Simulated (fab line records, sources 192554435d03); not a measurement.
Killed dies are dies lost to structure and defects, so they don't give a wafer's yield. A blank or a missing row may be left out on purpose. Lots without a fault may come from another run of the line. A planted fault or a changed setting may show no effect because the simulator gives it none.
Which tool did it? | flow n5_finfet | 12 lots, 36 wafers sampled, at 2 steps of a route of 1938

WHAT THE GAUGES READ, wafer by wafer
N5_BEOL_M0_OCD_MEAS_108.
lot  | measured     | on     | trench_depth_nm (nm)
L075 | day 6 05:00  | ocd-01 | 32.3 32.8 32.8
L077 | day 6 18:30  | ocd-01 | 32.9 32.2 32.2
L079 | day 7 06:11  | ocd-02 | 32.9 33.0 32.3
L081 | day 7 19:36  | ocd-01 | 32.4 32.5 32.8
L083 | day 8 08:17  | ocd-02 | 31.9 32.6 32.7
L085 | day 8 16:54  | ocd-02 | 32.3 31.9 33.1
L087 | day 9 04:23  | ocd-01 | 32.8 32.8 31.7
L090 | day 9 23:51  | ocd-02 | 32.4 32.4 31.8
L089 | day 10 05:13 | ocd-02 | 32.7 33.2 32.6
L093 | day 10 17:21 | ocd-02 | 33.1 32.4 33.5
L095 | day 11 04:17 | ocd-02 | 33.4 33.5 33.6
L097 | day 11 17:48 | ocd-01 | 34.2 32.8 33.1

WHICH TOOL RAN EACH LOT (tool, then ch and the chambers of the sampled wafers, then the start)
lot  | N5_BEOL_M0_SAQP_ETCH_88
L075 | rie_diel-03 ch 0,1,3, day 5 22:52
L077 | rie_diel-03 ch 0,1, day 6 13:05
L079 | rie_diel-06 ch 0,1,2, day 7 04:02
L081 | rie_diel-06 ch 1,2,3, day 7 15:50
L083 | rie_diel-06 ch 0,1,3, day 8 01:08
L085 | rie_diel-06 ch 0,1,2, day 8 13:01
L087 | rie_diel-06 ch 1,2, day 9 02:14
L090 | rie_diel-03 ch 0,1, day 9 20:13
L089 | rie_diel-03 ch 0,2,3, day 10 01:48
L093 | rie_diel-03 ch 0,1,3, day 10 10:45
L095 | rie_diel-03 ch 0,1,3, day 10 22:47
L097 | rie_diel-03 ch 0,1,3, day 11 12:52
- N5_BEOL_M0_SAQP_ETCH_88: etches underlayer in N2/H2, target depth 6.5 nm, time 5.2 s.

THE ANSWER, worked out from the rows above alone
Rule: what is usual is taken from the lots themselves. Put in order of their means at a reading, lots are off if they are a third of the lots or fewer, leave a main group of 4 or more, and stand apart from it by a gap of 3 or more times the standard deviation of the main group's means; of several such gaps the widest counts. A main group whose means are all the same, to the digits that the tables above print for the reading, isn't used. A lot without any number at a reading at which 4 lots or more have one is off too. The other lots that the step has rows for count as sound.
No lot is off at any reading shown: from this, nothing can be told.

WHAT THE SIMULATOR HAD PUT IN
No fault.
